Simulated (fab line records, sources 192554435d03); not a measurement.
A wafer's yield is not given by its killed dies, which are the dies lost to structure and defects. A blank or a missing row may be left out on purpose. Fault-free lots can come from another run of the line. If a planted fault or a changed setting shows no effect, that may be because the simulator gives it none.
fab line records | flow n5_finfet
[record] lots = 6 | wafers = 18 | last_day = 17
route steps=1938 shown HKMG_FIN@454 GATE_CUT@465 BEOL_M4@1111 PASSIVATION@1936
lots that met no fault: taken from a fault-free run of the same line
start_h: hours from the record's first day to the start of the lot's first wafer shown | wait_h: how many hours have passed since the lot's step before this one | " as in the row above | L1.1+2: a row that stands for several wafers | - value missing, or start not given | * or withheld: withheld | < > ~ a bound
route shown NAME@n: NAME is a module with steps in the file, n the number in the route of the first one | usual: average and standard deviation across the fault-free wafers | same: alike in all rows | chamber/n: place in a boat | sites: readings site by site | _std_site: standard deviation of those values | _edge_site: mean of outer sites minus mean of inner sites | radius_mm: for every site, how far away it sits from the centre of the wafer | mask NAME#n: copy n | behind: the tool/chamber that last shaped the wafer | hold: the reason the lot was held/the length of the hold in hours/how it ended | device: transistor that didn't switch, given as n, p or np | end of line: tests run on the same wafers once the route is complete | where a step has no rows: the recipe by itself | killed: the dies lost at the first sort to structure and to defects; this is not the yield of the wafer | map: shows each die of a wafer: x if killed, . if not, _ if none is there
set.NAME: the setting that was run; set.NAME@STEP: the one run at that earlier step | model.NAME: the simulator's own value behind a step, which no gauge read
lots seen at some steps along the route; tables by step, rows by wafer
services: from which hour (start_h, from the record's first day; less than 0 if before it) a tool's chamber was out of use, for how many hours, and why
[[steps]]
[step N5_HKMG_FIN_ETCHBACK_68]
[recipe] chemistry = Cl2/Ar | stop_on = HfO2 | target_depth_a = 5 | pressure_mtorr = 10 | icp_w = 600 | bias_w = 60 | Cl2_flow_sccm = 40 | Ar_flow_sccm = 60
[usual] drypump_motor_current_A = 5.5/0.51 | he_backside_leak_sccm = 3.56/0.17 | mfc_ar_sccm = 59.99/0.19 | oes_product_au = 0.68/0.078 | throttle_valve_pct = 21.03/0.26
lot.wafer | tool         | chamber | start_h | wait_h | drypump_motor_current_A | he_backside_leak_sccm | mfc_ar_sccm | oes_product_au | rf_hours_counter_h | throttle_valve_pct
L505.2    | rie_metal-03 | 1       | 90.65   | 0.0    | 6.3                     | 3.47                  | 59.72       | 0.69           | 75                 | 21.09
L505.4    | "            | 1       | "       | "      | 6.3                     | 3.46                  | 60.11       | 0.68           | -                  | 21.10
L505.6    | "            | 1       | "       | "      | 6.3                     | 3.62                  | 59.57       | 0.69           | -                  | 21.09
L509.2    | rie_metal-03 | 1       | 114.62  | 0.0    | 6.2                     | 3.45                  | 60.24       | 0.68           | 77                 | 21.10
L509.3    | "            | 1       | "       | "      | 6.2                     | 3.47                  | 60.05       | 0.68           | -                  | 21.10
L509.6    | "            | 1       | "       | "      | 6.3                     | 3.56                  | 60.26       | 0.68           | -                  | 21.10
L511.3    | rie_metal-02 | 0       | 126.50  | 0.1    | 5.5                     | 3.50                  | 59.77       | 0.86           | -                  | 20.66
L511.4    | "            | 1       | "       | "      | 5.2                     | 3.55                  | 60.10       | 0.67           | -                  | 20.80
L511.6    | "            | 1       | "       | "      | 5.2                     | 3.55                  | 60.14       | 0.67           | -                  | 20.81
L512.1    | rie_metal-03 | 0       | 131.72  | 0.0    | 4.8                     | 3.47                  | 60.03       | 0.61           | 120                | 21.19
L512.2    | "            | 1       | "       | "      | 6.3                     | 3.52                  | 59.84       | 0.68           | 79                 | 21.11
L512.5    | "            | 0       | "       | "      | 4.8                     | 3.49                  | 60.20       | 0.61           | -                  | 21.20
L513.1    | rie_metal-02 | 1       | 136.15  | 0.0    | 5.2                     | 3.35                  | 59.79       | 0.67           | 93                 | 20.80
L513.4    | "            | 1       | "       | "      | 5.2                     | 3.38                  | 59.97       | 0.67           | -                  | 20.80
L513.6    | "            | 1       | "       | "      | 5.3                     | 3.60                  | 59.77       | 0.67           | -                  | 20.81
L525.1    | rie_metal-01 | 1       | 211.39  | 0.0    | 5.5                     | 3.44                  | 59.69       | 0.63           | 105                | 21.51
L525.3    | "            | 0       | "       | "      | 5.3                     | 3.20                  | 59.95       | 0.69           | -                  | 20.83
L525.5    | "            | 1       | "       | "      | 5.5                     | 3.79                  | 59.77       | 0.63           | -                  | 21.50
[step N5_HKMG_FIN_STRIP_69]
[recipe] chemistry = N2/H2 | power_w = 2500 | temp_c = 300 | h2_frac = 0.65 | time_s = 360 | pressure_mtorr = withheld | n2_flow_sccm = 1750 | h2_flow_sccm = 3250
[step N5_HKMG_FIN_ALD_21]
[recipe] material = TiN | target_thk_a = 15 | temp_c = 400 | ald_precursor_family = TiCl4 | ald_co_reactant = NH3 | pulse_time_s = 1 | purge_time_s = 3 | co_reactant_purge_time_s = 2 | co_reactant_pulse_time_s = 2 | ald_cycles = 68 | pressure_torr = 3
[step N5_HKMG_FIN_ALD_72]
[recipe] material = W | target_thk_a = 20 | temp_c = 300 | pressure_torr = 7.5 | ald_precursor_family = WF6 | ald_co_reactant = B2H6 | pulse_time_s = 1 | purge_time_s = 2 | co_reactant_purge_time_s = 2 | co_reactant_pulse_time_s = 3 | ald_cycles = 7
[usual] heater_power_w = 504/25 | precursor_pulse_height_rel = 1.000/0.019
lot.wafer | tool     | chamber | start_h | wait_h | heater_power_w | precursor_pulse_height_rel
L505.2    | cvd_w-01 | 0       | 91.54   | 0.2    | 512            | 1.027
L505.4    | "        | 1       | "       | "      | 499            | 1.016
L505.6    | "        | 0       | "       | "      | 512            | 0.988
L509.2    | cvd_w-02 | 1       | 115.52  | 0.2    | 549            | 0.967
L509.3    | "        | 1       | "       | "      | 518            | 1.049
L509.6    | "        | 1       | "       | "      | 539            | 0.988
L511.3    | cvd_w-02 | 1       | 127.39  | 0.2    | 533            | 0.979
L511.4    | "        | 1       | "       | "      | 545            | 0.972
L511.6    | "        | 1       | "       | "      | 526            | 1.007
L512.1    | cvd_w-01 | 0       | 132.61  | 0.2    | 510            | 0.980
L512.2    | "        | 1       | "       | "      | 496            | 0.971
L512.5    | "        | 0       | "       | "      | 514            | 0.984
L513.1    | cvd_w-01 | 0       | 137.04  | 0.2    | 523            | 0.984
L513.4    | "        | 0       | "       | "      | 516            | 0.988
L513.6    | "        | 0       | "       | "      | 509            | 1.000
L525.1    | cvd_w-01 | 1       | 212.28  | 0.2    | 483            | 0.992
L525.3    | "        | 0       | "       | "      | 512            | 1.020
L525.5    | "        | 1       | "       | "      | 503            | 1.033
[step N5_HKMG_FIN_W_FILL_22]
[recipe] material = W | target_thk_a = 600 | temp_c = 400 | pressure_torr = 39.4 | time_s = 18.2
[usual] heater_power_w = 899/46 | throttle_valve_pct = 18.7/0.56
lot.wafer | tool     | chamber | start_h | wait_h | heater_power_w | throttle_valve_pct
L505.2    | cvd_w-01 | 0       | 91.60   | 0.0    | 915            | 18.4
L505.4    | "        | 1       | "       | "      | 865            | 19.6
L505.6    | "        | 0       | "       | "      | 916            | 18.2
L509.2    | cvd_w-02 | 1       | 115.58  | 0.0    | 946            | 18.0
L509.3    | "        | 1       | "       | "      | 955            | 18.2
L509.6    | "        | 1       | "       | "      | 953            | 18.2
L511.3    | cvd_w-02 | 1       | 127.49  | 0.1    | 965            | 18.0
L511.4    | "        | 1       | "       | "      | 948            | 18.2
L511.6    | "        | 1       | "       | "      | 932            | 18.3
L512.1    | cvd_w-01 | 0       | 132.67  | 0.0    | 921            | 18.4
L512.2    | "        | 1       | "       | "      | 863            | 19.4
L512.5    | "        | 0       | "       | "      | 889            | 18.5
L513.1    | cvd_w-01 | 0       | 137.10  | 0.0    | 896            | 18.5
L513.4    | "        | 0       | "       | "      | 937            | 18.6
L513.6    | "        | 0       | "       | "      | 923            | 18.2
L525.1    | cvd_w-01 | 1       | 212.34  | 0.0    | 864            | 19.7
L525.3    | "        | 0       | "       | "      | 957            | 18.5
L525.5    | "        | 1       | "       | "      | 866            | 19.3
[step N5_HKMG_FIN_PRECLEAN_83]
[recipe] chemistry = DIW | time_s = 57.5 | temp_c = 23
[step N5_HKMG_FIN_SRD_84]
[recipe] dry_time_s = 32 | dry = n2_spin | spin_rpm = 1500
[step N5_HKMG_FIN_CMP_23]
[recipe] stop_on = SiNx | t_overpolish_s = 10 | post_cmp_clean = rinse_only | down_force_psi = 4 | platen_rpm = 50.289 | pad_velocity_m_s = 1.0006 | target_thk_nm = 46.326
[step N5_HKMG_FIN_CMP_94]
[recipe] stop_on = SiNx | post_cmp_clean = w_dilute_nh4oh | t_overpolish_s = 4.7 | down_force_psi = 4 | platen_rpm = 50.289 | pad_velocity_m_s = 1.0006 | target_thk_nm = 43.299
[usual] motor_current_A = 11.9/0.93 | pad_life_wafers = 1044/550 | platen_rpm = 50.28/0.035
lot.wafer | tool   | chamber | start_h | wait_h | motor_current_A | pad_life_wafers | platen_rpm
L505.2    | cmp-04 | 3       | 92.26   | 0.3    | 12.6            | 1856            | 50.27
L505.4    | "      | 0       | "       | "      | 13.1            | 1857            | 50.30
L505.6    | "      | 2       | "       | "      | 11.6            | -               | 50.28
L509.2    | cmp-02 | 1       | 116.47  | 0.3    | 10.4            | 356             | 50.28
L509.3    | "      | 2       | "       | "      | 12.3            | 357             | 50.24
L509.6    | "      | 0       | "       | "      | 12.7            | -               | 50.29
L511.3    | cmp-04 | 3       | 128.09  | 0.4    | 12.8            | 2082            | 50.29
L511.4    | "      | 1       | "       | "      | 12.0            | 2084            | 50.30
L511.6    | "      | 3       | "       | "      | 13.2            | -               | 50.27
L512.1    | cmp-02 | 0       | 133.32  | 0.3    | 12.3            | 518             | 50.23
L512.2    | "      | 1       | "       | "      | 11.2            | 519             | 50.33
L512.5    | "      | 3       | "       | "      | 11.3            | -               | 50.25
L513.4    | cmp-02 | 0       | 137.69  | 0.4    | 13.0            | 552             | 50.22
L513.1    | "      | 1       | "       | "      | 10.9            | 553             | 50.29
L513.6    | "      | 1       | "       | "      | 10.7            | -               | 50.27
L525.1    | cmp-04 | 2       | 213.03  | 0.4    | 10.2            | 750             | 50.28
L525.3    | "      | 1       | "       | "      | 12.2            | 753             | 50.28
L525.5    | "      | 3       | "       | "      | 13.1            | -               | 50.30
[step N5_HKMG_FIN_INSPECT_28]
[recipe] inspect_instrument = darkfield | mode = post_cmp
[usual] raw_defect_count = 39/14
lot.wafer | tool              | chamber | start_h | wait_h | raw_defect_count
L505.2    | defect_inspect-01 | -       | 92.43   | 0.0    | 21
L505.4    | "                 | -       | "       | "      | 32
L505.6    | "                 | -       | "       | "      | 33
L509.2    | defect_inspect-02 | -       | 116.65  | 0.0    | 23
L509.3    | "                 | -       | "       | "      | 44
L509.6    | "                 | -       | "       | "      | 53
L511.3    | defect_inspect-01 | -       | 128.32  | 0.0    | 43
L511.4    | "                 | -       | "       | "      | 45
L511.6    | "                 | -       | "       | "      | 66
L512.1    | defect_inspect-01 | -       | 133.49  | 0.0    | 42
L512.2    | "                 | -       | "       | "      | 56
L512.5    | "                 | -       | "       | "      | 43
L513.1    | defect_inspect-01 | -       | 137.92  | 0.0    | 71
L513.4    | "                 | -       | "       | "      | 69
L513.6    | "                 | -       | "       | "      | 42
L525.1    | defect_inspect-01 | -       | 213.26  | 0.0    | 49
L525.3    | "                 | -       | "       | "      | 54
L525.5    | "                 | -       | "       | "      | 39
[step N5_GATE_CUT_ETCHBACK_00]
[recipe] chemistry = SF6/Cl2 | target = W | pressure_mtorr = 8 | icp_w = 900 | bias_w = 80 | SF6_flow_sccm = 40 | Cl2_flow_sccm = 60
[usual] drypump_motor_current_A = 5.4/0.53 | he_backside_leak_sccm = 3.6/0.41 | oes_product_au = 0.69/0.085 | throttle_valve_pct = 27.6/0.32
lot.wafer | tool         | chamber | start_h | wait_h | drypump_motor_current_A | he_backside_leak_sccm | oes_product_au | rf_hours_counter_h | throttle_valve_pct
L505.2    | rie_metal-03 | 0       | 92.46   | 0.0    | 4.8                     | 3.7                   | 0.62           | 116                | 27.8
L505.4    | "            | 1       | "       | "      | 6.3                     | 3.4                   | 0.70           | -                  | 27.7
L505.6    | "            | 1       | "       | "      | 6.3                     | 3.4                   | 0.71           | -                  | 27.7
L509.2    | rie_metal-03 | 1       | 116.68  | 0.0    | 6.3                     | 3.4                   | 0.70           | 77                 | 27.7
L509.3    | "            | 0       | "       | "      | 4.8                     | 3.6                   | 0.62           | -                  | 27.8
L509.6    | "            | 1       | "       | "      | 6.3                     | 3.6                   | 0.69           | -                  | 27.7
L511.3    | rie_metal-03 | 0       | 128.39  | 0.1    | 4.8                     | 3.8                   | 0.61           | -                  | 27.8
L511.4    | "            | 1       | "       | "      | 6.3                     | 3.6                   | 0.70           | -                  | 27.7
L511.6    | "            | 1       | "       | "      | 6.3                     | 3.6                   | 0.70           | -                  | 27.7
L512.1    | rie_metal-03 | 1       | 133.53  | 0.0    | 6.3                     | 3.5                   | 0.70           | 79                 | 27.7
L512.2    | "            | 0       | "       | "      | 4.8                     | 3.8                   | 0.62           | 121                | 27.8
L512.5    | "            | 1       | "       | "      | 6.2                     | 3.6                   | 0.70           | -                  | 27.7
L513.1    | rie_metal-02 | 1       | 137.95  | 0.0    | 5.2                     | 3.7                   | 0.69           | 93                 | 27.2
L513.4    | "            | 1       | "       | "      | 5.2                     | 3.7                   | 0.67           | -                  | 27.2
L513.6    | "            | 1       | "       | "      | 5.2                     | 3.7                   | 0.68           | -                  | 27.2
L525.1    | rie_metal-03 | 0       | 213.30  | 0.0    | 4.8                     | 3.8                   | 0.60           | 127                | 27.8
L525.3    | "            | 1       | "       | "      | 6.3                     | 3.6                   | 0.69           | -                  | 27.7
L525.5    | "            | 0       | "       | "      | 4.8                     | 3.7                   | 0.61           | -                  | 27.8
[step N5_GATE_CUT_ETCH_56]
[recipe] chemistry = Cl2/Ar | target = TiN | target_depth_a = 216 | pressure_mtorr = 10 | icp_w = 600 | bias_w = 60 | Cl2_flow_sccm = 40 | Ar_flow_sccm = 60
[usual] bias_w = 60.01/0.18 | drypump_motor_current_A = 5.5/0.53 | he_backside_leak_sccm = 3.61/0.29 | mfc_ar_sccm = 60.01/0.19 | oes_product_au = 0.69/0.083 | throttle_valve_pct = 21.01/0.25
lot.wafer | tool         | chamber | start_h | wait_h | bias_w | drypump_motor_current_A | he_backside_leak_sccm | mfc_ar_sccm | oes_product_au | rf_hours_counter_h | throttle_valve_pct | model.etch.depth_nm
L505.2    | rie_metal-03 | 0       | 92.58   | 0.1    | 60.13  | 4.8                     | 3.61                  | 59.91       | 0.62           | 117                | 21.19              | 21.39
L505.4    | "            | 1       | "       | "      | 59.85  | 6.2                     | 3.55                  | 60.18       | 0.69           | -                  | 21.09              | 21.22
L505.6    | "            | 1       | "       | "      | 60.02  | 6.3                     | 3.54                  | 59.98       | 0.69           | -                  | 21.11              | 21.16
L509.2    | rie_metal-03 | 1       | 116.80  | 0.1    | 60.05  | 6.3                     | 3.56                  | 59.96       | 0.68           | 77                 | 21.09              | 21.22
L509.3    | "            | 0       | "       | "      | 60.07  | 4.8                     | 3.78                  | 60.04       | 0.61           | -                  | 21.21              | 21.17
L509.6    | "            | 1       | "       | "      | 59.86  | 6.3                     | 3.52                  | 59.91       | 0.69           | -                  | 21.10              | 21.25
L511.3    | rie_metal-03 | 0       | 128.50  | 0.1    | 46.95  | 4.8                     | 3.77                  | 59.83       | 0.58           | -                  | 21.23              | 19.97
L511.4    | "            | 1       | "       | "      | 60.12  | 6.3                     | 3.66                  | 59.85       | 0.69           | -                  | 21.09              | 21.4
L511.6    | "            | 1       | "       | "      | 59.87  | 6.3                     | 3.54                  | 59.87       | 0.69           | -                  | 21.09              | 21.5
L512.1    | rie_metal-03 | 1       | 133.65  | 0.1    | 59.92  | 6.3                     | 3.44                  | 59.96       | 0.68           | 79                 | 21.09              | 21.39
L512.2    | "            | 0       | "       | "      | 47.35  | 4.8                     | 3.71                  | 60.52       | 0.58           | 121                | 21.25              | 19.75
L512.5    | "            | 1       | "       | "      | 59.79  | 6.2                     | 3.61                  | 60.13       | 0.68           | -                  | 21.08              | 21.22
L513.1    | rie_metal-02 | 1       | 138.07  | 0.1    | 60.22  | 5.2                     | 3.63                  | 60.05       | 0.67           | 93                 | 20.81              | 21.31
L513.4    | "            | 1       | "       | "      | 60.05  | 5.2                     | 3.51                  | 59.86       | 0.66           | -                  | 20.81              | 21.25
L513.6    | "            | 1       | "       | "      | 60.25  | 5.3                     | 3.57                  | 60.27       | 0.67           | -                  | 20.80              | 21.26
L525.1    | rie_metal-03 | 0       | 213.42  | 0.1    | 60.09  | 4.8                     | 3.70                  | 59.65       | 0.60           | 127                | 21.19              | 21.31
L525.3    | "            | 1       | "       | "      | 60.31  | 6.3                     | 3.41                  | 60.24       | 0.67           | -                  | 21.14              | 21.13
L525.5    | "            | 0       | "       | "      | 60.12  | 4.8                     | 3.85                  | 59.91       | 0.60           | -                  | 21.21              | 21.41
[step N5_GATE_CUT_ETCHBACK_30]
[recipe] chemistry = Cl2/Ar | target = TiN | target_depth_a = 30 | mode = isotropic | pressure_mtorr = 10 | icp_w = 600 | bias_w = 60 | Cl2_flow_sccm = 40 | Ar_flow_sccm = 60
[step N5_BEOL_M4_RC_MEAS_101]
[usual] DIBL_N = 37.2/1.9 | DIBL_P = 37.3/2.2 | IOFF_N = 0.18/0.038 | IOFF_P = 0.22/0.039 | ION_N = 678/11 | ION_P = 462/6.9 | SS_N = 71.8/0.68 | SS_P = 73.5/0.65 | VT_N = 249/3.4 | VT_P = -250/3.2
lot.wafer | tool      | chamber | start_h | wait_h | DIBL_N[mV/V] | DIBL_P[mV/V] | IOFF_N[nA/um] | IOFF_P[nA/um] | ION_N[uA/um] | ION_P[uA/um] | SS_N[mV/dec] | SS_P[mV/dec] | VT_N[mV] | VT_P[mV]
L505.2    | prober-02 | 0       | 188.37  | 0.2    | 37.7         | 37.4         | 0.18          | 0.21          | 673          | 460          | 71.1         | 73.3         | 244      | -254
L505.4    | "         | 0       | "       | "      | 37.5         | 36.2         | 0.18          | 0.20          | 672          | 457          | 71.7         | 73.2         | 249      | -254
L505.6    | "         | 0       | "       | "      | 39.1         | 37.5         | 0.20          | 0.21          | 680          | 451          | 71.7         | 73.8         | 245      | -255
L509.2    | prober-01 | 0       | 212.52  | 0.2    | 34.8         | 34.3         | 0.14          | 0.20          | 679          | 466          | 71.1         | 72.7         | 254      | -252
L509.3    | "         | 0       | "       | "      | 33.9         | 33.2         | 0.12          | 0.19          | 655          | 462          | 71.1         | 72.5         | 257      | -251
L509.6    | "         | 0       | "       | "      | 35.5         | 35.0         | 0.14          | 0.21          | 672          | 464          | 71.0         | 73.1         | 253      | -247
L511.3    | prober-02 | 0       | 220.42  | 0.3    | 38.1         | 40.7         | 0.21          | 0.23          | 690          | 467          | 71.2         | 74.4         | 244      | -251
L511.4    | "         | 0       | "       | "      | 36.3         | 37.7         | 0.17          | 0.20          | 678          | 455          | 70.8         | 73.3         | 248      | -253
L511.6    | "         | 0       | "       | "      | 35.6         | 37.8         | 0.17          | 0.18          | 676          | 455          | 71.8         | 73.6         | 246      | -252
L512.1    | prober-01 | 0       | 223.96  | 0.0    | 37.1         | 35.9         | 0.13          | 0.20          | 659          | 459          | 71.5         | 73.1         | 255      | -252
L512.2    | "         | 0       | "       | "      | 36.6         | 36.2         | 0.14          | 0.21          | 671          | 468          | 71.2         | 72.7         | 253      | -248
L512.5    | "         | 0       | "       | "      | 38.7         | 38.8         | 0.18          | 0.25          | 682          | 464          | 71.9         | 73.2         | 246      | -250
L513.1    | prober-02 | 0       | 224.08  | 0.0    | 40.4         | 41.8         | 0.26          | 0.28          | 710          | 473          | 72.5         | 74.0         | 243      | -248
L513.4    | "         | 0       | "       | "      | 36.6         | 35.4         | 0.16          | 0.18          | 669          | 450          | 71.6         | 72.8         | 251      | -250
L513.6    | "         | 0       | "       | "      | 38.5         | 38.5         | 0.21          | 0.23          | 683          | 459          | 72.9         | 73.2         | 246      | -251
L525.1    | prober-01 | 0       | 301.21  | 0.0    | 34.1         | 35.6         | 0.13          | 0.16          | 672          | 451          | 70.8         | 72.7         | 253      | -256
L525.3    | "         | 0       | "       | "      | 35.8         | 37.4         | 0.16          | 0.18          | 669          | 452          | 71.3         | 73.1         | 253      | -253
L525.5    | "         | 0       | "       | "      | 35.9         | 37.0         | 0.15          | 0.17          | 664          | 452          | 72.4         | 72.8         | 252      | -255
[step N5_PASSIVATION_PROBE_49]
[usual] defect_limited_yield = 91.2/1.6 | killed_at_M0_to_M3 = 31/10 | killed_at_M4_up = 14/4.4 | killed_at_contacts = 13/6 | killed_at_front_end = 43/13 | killed_at_other = 3.5/2.6 | killed_dies = 104/18 | killed_open = 68/14 | killed_short = 34/8.1 | sort_bin_4_leakage = 0.01/0.073 | sort_bin_5_function = 5.1/1.1 | sort_bin_6_memory = 3.3/0.68 | sort_n_pass = 1076/18 | sort_yield_pct = 91.2/1.6
[same] gross_dies = 1180 | killed_at_back_side = 0 | sort_bin_8_speed[%] = 0
lot.wafer | tool      | chamber | start_h | wait_h | defect_limited_yield[%] | killed_at_M0_to_M3 | killed_at_M4_up | killed_at_contacts | killed_at_front_end | killed_at_other | killed_dies | killed_open | killed_short | sort_bin_4_leakage[%] | sort_bin_5_function[%] | sort_bin_6_memory[%] | sort_n_pass | sort_yield_pct[%]
L509.2    | prober-01 | -       | 321.17  | 0.1    | 93.6                    | 36                 | 8               | 2                  | 29                  | 1               | 76          | 51          | 25           | 0                     | 4.2                    | 2.1                  | 1104        | 93.6
L509.3    | prober-01 | -       | 321.22  | 0.1    | 91.5                    | 33                 | 12              | 9                  | 44                  | 2               | 100         | 67          | 31           | 0                     | 5.3                    | 3.0                  | 1080        | 91.5
L509.6    | prober-01 | -       | 321.37  | 0.3    | 91.5                    | 49                 | 8               | 7                  | 35                  | 1               | 100         | 60          | 39           | 0                     | 5.5                    | 2.6                  | 1080        | 91.5
// killed by level:class
L509.2 BEOL_M0_SAQP:geometric_particle:open=9 BEOL_M2:geometric_particle:open=9 FIN_SAQP:geometric_particle:short=6 BEOL_M0_SAQP:geometric_particle:short=6 BEOL_M3:geometric_particle:open=5 DUMMY_GATE:geometric_particle:open=4 SPACER0:geometric_particle:short=4 STARTING-WAFER:geometric_particle:short=4
L509.3 STI_FIN_REVEAL:geometric_particle:open=9 MOL_CONTACT_COAG:geometric_particle:open=9 BEOL_M3:geometric_particle:open=9 FIN_SAQP:geometric_particle:short=7 BEOL_M0_SAQP:geometric_particle:open=7 BEOL_M0_SAQP:geometric_particle:short=6 SPACER0:geometric_particle:short=5 BEOL_M1:geometric_particle:open=5
L509.6 BEOL_M0_SAQP:geometric_particle:short=12 BEOL_M0_SAQP:geometric_particle:open=11 BEOL_M2:geometric_particle:open=10 FIN_SAQP:geometric_particle:open=5 BEOL_M0:geometric_particle:open=5 STI_FIN_REVEAL:geometric_particle:open=4 DUMMY_GATE:geometric_particle:open=4 GATE_CUT:geometric_particle:short=4
[[services]]
tool         | chamber | start_h | hours | kind
cmp-02       | -       | 68.65   | 4.0   | pm
cmp-02       | -       | 72.65   | -     | consumable_replace:conditioner
cmp-02       | -       | 72.65   | -     | consumable_replace:pad
cmp-02       | -       | 76.68   | 1.7   | repair
cmp-04       | -       | 92.92   | 0.9   | repair
rie_metal-03 | -       | 111.68  | 0.3   | repair
rie_metal-02 | -       | 114.20  | 0.8   | repair
cmp-04       | -       | 116.48  | 6.4   | pm
cvd_w-02     | 0       | 123.08  | 6.6   | repair
cmp-02       | -       | 123.42  | 1.0   | repair
cmp-04       | -       | 131.09  | 4.0   | pm
cmp-04       | -       | 135.09  | -     | consumable_replace:conditioner
cmp-04       | -       | 135.09  | -     | consumable_replace:pad
cmp-02       | -       | 153.09  | 1.6   | repair
rie_metal-03 | -       | 166.31  | 0.1   | repair
cvd_w-02     | -       | 179.06  | 3.8   | pm
cvd_w-02     | -       | 192.28  | 2.2   | repair
cvd_w-01     | 0       | 202.99  | 4.9   | repair
rie_metal-02 | 0       | 204.68  | 21.3  | repair
cmp-02       | -       | 212.42  | 2.3   | repair
[[key]]
[first_sign] step = N5_GATE_CUT_ETCH_56 | reading = bias_w | direction = down | sigmas = 70 | usual = * | struck = *
effect none on later readings
[model_effect] step = N5_GATE_CUT_ETCH_56 | value = etch.depth_nm | without = 21.63 | struck = 19.86
met_at N5_GATE_CUT_ETCH_56
struck_wafers L511.3,L512.2
onset_between 116.80 128.50
[fault] kind = process_parameter_drift | tool = rie_metal-03 | chamber = 0 | onset_h = 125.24 | steps = N5_GATE_CUT_ETCH_56 | channel = bias_w | offset = * | shape = step | end_h = 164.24 | acts_in = * | stated = *
